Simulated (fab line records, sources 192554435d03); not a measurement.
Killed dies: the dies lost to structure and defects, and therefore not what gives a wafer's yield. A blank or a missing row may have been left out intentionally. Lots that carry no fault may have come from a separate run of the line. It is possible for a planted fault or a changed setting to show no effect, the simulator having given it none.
Matching of chambers / flow n5Finfet / N5_BEOL_M1_ALD_98 on aldSin-01 has 4 sister chambers
The step deposits SiO2, target thk 2.5 nm, pulse time 1 s, co reactant pulse time 1 s. 18 wafers are shown with their chamber, then 9 later ones without.

WAFERS, EACH WITH ITS CHAMBER
wafer=L077.1; chamber=0; heaterPowerW (W)=69; susceptorTempC (C)=99.95; precursorPulseHeightRel=0.946
wafer=L077.5; chamber=2; heaterPowerW (W)=97; susceptorTempC (C)=99.96; precursorPulseHeightRel=0.956
wafer=L077.6; chamber=3; heaterPowerW (W)=85; susceptorTempC (C)=99.83; precursorPulseHeightRel=1.008
wafer=L081.1; chamber=3; heaterPowerW (W)=84; susceptorTempC (C)=100.05; precursorPulseHeightRel=1.015
wafer=L081.4; chamber=0; heaterPowerW (W)=68; susceptorTempC (C)=100.16; precursorPulseHeightRel=1.024
wafer=L081.6; chamber=2; heaterPowerW (W)=99; susceptorTempC (C)=100.05; precursorPulseHeightRel=0.968
wafer=L082.1; chamber=3; heaterPowerW (W)=85; susceptorTempC (C)=99.93; precursorPulseHeightRel=1.001
wafer=L082.4; chamber=1; heaterPowerW (W)=93; susceptorTempC (C)=100.01; precursorPulseHeightRel=1.008
wafer=L082.5; chamber=1; heaterPowerW (W)=91; susceptorTempC (C)=100.03; precursorPulseHeightRel=0.993
wafer=L084.1; chamber=2; heaterPowerW (W)=97; susceptorTempC (C)=99.96; precursorPulseHeightRel=1.020
wafer=L084.4; chamber=0; heaterPowerW (W)=70; susceptorTempC (C)=100.05; precursorPulseHeightRel=0.998
wafer=L084.5; chamber=2; heaterPowerW (W)=98; susceptorTempC (C)=99.98; precursorPulseHeightRel=1.025
wafer=L088.1; chamber=1; heaterPowerW (W)=94; susceptorTempC (C)=100.05; precursorPulseHeightRel=0.988
wafer=L088.2; chamber=3; heaterPowerW (W)=83; susceptorTempC (C)=99.91; precursorPulseHeightRel=1.007
wafer=L088.6; chamber=2; heaterPowerW (W)=98; susceptorTempC (C)=99.80; precursorPulseHeightRel=1.026
wafer=L089.1; chamber=1; heaterPowerW (W)=93; susceptorTempC (C)=99.90; precursorPulseHeightRel=1.037
wafer=L089.2; chamber=3; heaterPowerW (W)=83; susceptorTempC (C)=99.94; precursorPulseHeightRel=0.982
wafer=L089.4; chamber=2; heaterPowerW (W)=99; susceptorTempC (C)=99.91; precursorPulseHeightRel=1.029

SIGNATURES (means of the wafers above)
reading=heaterPowerW; chamber 0=69.00; chamber 1=92.75; chamber 2=98.00; chamber 3=84.00; scatter within a chamber=1.03
reading=susceptorTempC; chamber 0=100.0533; chamber 1=99.9975; chamber 2=99.9433; chamber 3=99.9320; scatter within a chamber=0.0825
reading=precursorPulseHeightRel; chamber 0=0.98933; chamber 1=1.00650; chamber 2=1.00400; chamber 3=1.00260; scatter within a chamber=0.0276
Rule: for a wafer and a chamber, the distance is found by dividing, reading by reading, the gap between the wafer's reading and the chamber's mean by the reading's scatter, squaring, summing and taking the root. The wafer belongs to the nearest chamber; if the next one is less than 2 further off, it can't be placed. The scatter is the square root of a quotient: the sum, over the shown wafers, of each reading's squared deviation from its chamber's mean, divided by wafers minus chambers.

WAFERS WITHOUT THEIR CHAMBER
wafer=L090.1; heaterPowerW (W)=85; susceptorTempC (C)=100.07; precursorPulseHeightRel=1.018
wafer=L090.2; heaterPowerW (W)=89; susceptorTempC (C)=100.29; precursorPulseHeightRel=0.995
wafer=L090.3; heaterPowerW (W)=98; susceptorTempC (C)=100.18; precursorPulseHeightRel=0.994
wafer=L094.1; heaterPowerW (W)=94; susceptorTempC (C)=100.22; precursorPulseHeightRel=0.981
wafer=L094.4; heaterPowerW (W)=83; susceptorTempC (C)=100.00; precursorPulseHeightRel=0.989
wafer=L094.6; heaterPowerW (W)=97; susceptorTempC (C)=99.84; precursorPulseHeightRel=0.966
wafer=L097.1; heaterPowerW (W)=91; susceptorTempC (C)=99.97; precursorPulseHeightRel=1.001
wafer=L097.4; heaterPowerW (W)=98; susceptorTempC (C)=99.96; precursorPulseHeightRel=1.011
wafer=L097.6; heaterPowerW (W)=69; susceptorTempC (C)=99.89; precursorPulseHeightRel=0.996

CHAMBER TAKEN BY EACH
wafer=L090.1; from the rows above=3; in truth=3
wafer=L090.2; from the rows above=can't be placed: 1 or 3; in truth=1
wafer=L090.3; from the rows above=2; in truth=2
wafer=L094.1; from the rows above=1; in truth=1
wafer=L094.4; from the rows above=3; in truth=3
wafer=L094.6; from the rows above=2; in truth=2
wafer=L097.1; from the rows above=1; in truth=1
wafer=L097.4; from the rows above=2; in truth=2
wafer=L097.6; from the rows above=0; in truth=0
Placed correctly: 8 of 9. Unplaceable from these rows: 1, with the true chamber sitting among the candidates in 1. 0 placed wrongly.
